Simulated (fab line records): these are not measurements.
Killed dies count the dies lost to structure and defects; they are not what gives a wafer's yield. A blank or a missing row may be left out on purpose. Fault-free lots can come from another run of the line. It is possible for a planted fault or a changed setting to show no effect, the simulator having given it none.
Struck lot and sound lot, side by side    flow nand harc    13 steps out of a route of 1159
Sound: wafers L725.2, L725.3, L725.4. Struck: wafer L726.6 (left out: L726.1, L726.4 of the same lot, which were not struck); the cause appears at the end.
Order at every step that has rows: each side's tool, ch and its chambers, its first start. Under that, the readings that differ: sound wafers    struck wafers    difference of the means    sigmas: that difference in standard deviations of wafers without a fault.
alike: a reading whose means differ by less than 2 such deviations, as well as words and numbers matching on both sides. not compared: withheld readings; readings where some wafer has no value; bounds like >300 that might hide an equal value; numbers whose values overlap and for which the record gives no deviation.
The two part at a step that has a row with sigmas, a row that says differs or no value, or rows on one side only. Numbers that don't overlap but have no deviation are shown without sigmas and don't part them. A reading that every wafer of one side lacks parts them only if that side has two wafers or more.

first, 3 steps without rows for these wafers: NHARC_A_STAIRCASE_PEB_07 (peb time 130 s); NHARC_A_STAIRCASE_DEVELOP_08 (time 140 s); NHARC_A_STAIRCASE_HARDBAKE_10 (time 140 s).
NHARC_A_STAIRCASE_DESCUM_11: chemistry O2, time 3 s.
  sound on rie diel-01 ch 0,1,2, day 13 22:19; struck on rie diel-01 ch 2, day 13 22:26
reading              sound              struck  difference  sigmas
o2 flow sccm (sccm)  200.0 200.6 200.1  199.0   -1.2        -2
  alike: drypump motor current A, oes product au, rf vpp V, showerhead plenum p Torr, throttle valve pct
  not compared: rf hours counter h
then, 1 step without rows for these wafers: NHARC_A_STAIRCASE_TRIM_12 (chemistry O2, time 211.2 s).
NHARC_A_STAIRCASE_ETCH_13: etches the open film in C4F8/O2, target depth 100 nm, time 40.5 s.
  sound on rie diel-01 ch 0,2,3; struck on rie diel-01 ch 2
  alike: bias w, oes product au, rf vpp V
  not compared: rf hours counter h
then, 1 step without rows for these wafers: NHARC_A_STAIRCASE_TRIM_14 (chemistry O2, time 211.2 s).
NHARC_A_STAIRCASE_ETCH_15: etches the open film in C4F8/O2, target depth 100 nm, time 40.5 s.
  sound on rie diel-01 ch 0,1,2; struck on rie diel-01 ch 1
  alike: bias w, oes product au, rf vpp V
  not compared: rf hours counter h
then, 1 step without rows for these wafers: NHARC_A_STAIRCASE_TRIM_16 (chemistry O2, time 211.2 s).
NHARC_A_STAIRCASE_ETCH_17: etches the open film in C4F8/O2, target depth 100 nm, time 40.5 s.
  sound on rie diel-01 ch 0,2,3; struck on rie diel-01 ch 1
  alike: bias w, oes product au, rf vpp V
  not compared: rf hours counter h
NHARC_A_STAIRCASE_TRIM_18: chemistry O2, time 211.2 s.
  sound on rie diel-01 ch 0,2,3; struck on rie diel-01 ch 3
  alike: drypump motor current A, o2 flow sccm, oes product au, rf vpp V, showerhead plenum p Torr, throttle valve pct
  not compared: rf hours counter h
NHARC_A_STAIRCASE_ETCH_19: etches the open film in C4F8/O2, target depth 100 nm, time 40.5 s.
  sound on rie diel-01 ch 0,2,3, day 13 23:47; struck on rie diel-01 ch 1, day 13 23:51
reading                sound              struck  difference  sigmas
oes product au (a.u.)  0.934 0.944 0.934  1.101   +0.164      +17
  alike: bias w, rf vpp V
  not compared: rf hours counter h
-- record jumps: 9 days between struck wafers' starts before vs after; left off in module A_STAIRCASE, resumes in module END, first step shown is number 1159 of the route --
NHARC_END_SORT_01:
  the record has rows for the struck wafers here (prober-02 ch 0, day 22 17:02) and none for the sound ones

## WHERE THEY PART
Earliest at NHARC_A_STAIRCASE_DESCUM_11; latest, in this record, at NHARC_END_SORT_01.

WHY: what had been put in by the simulator
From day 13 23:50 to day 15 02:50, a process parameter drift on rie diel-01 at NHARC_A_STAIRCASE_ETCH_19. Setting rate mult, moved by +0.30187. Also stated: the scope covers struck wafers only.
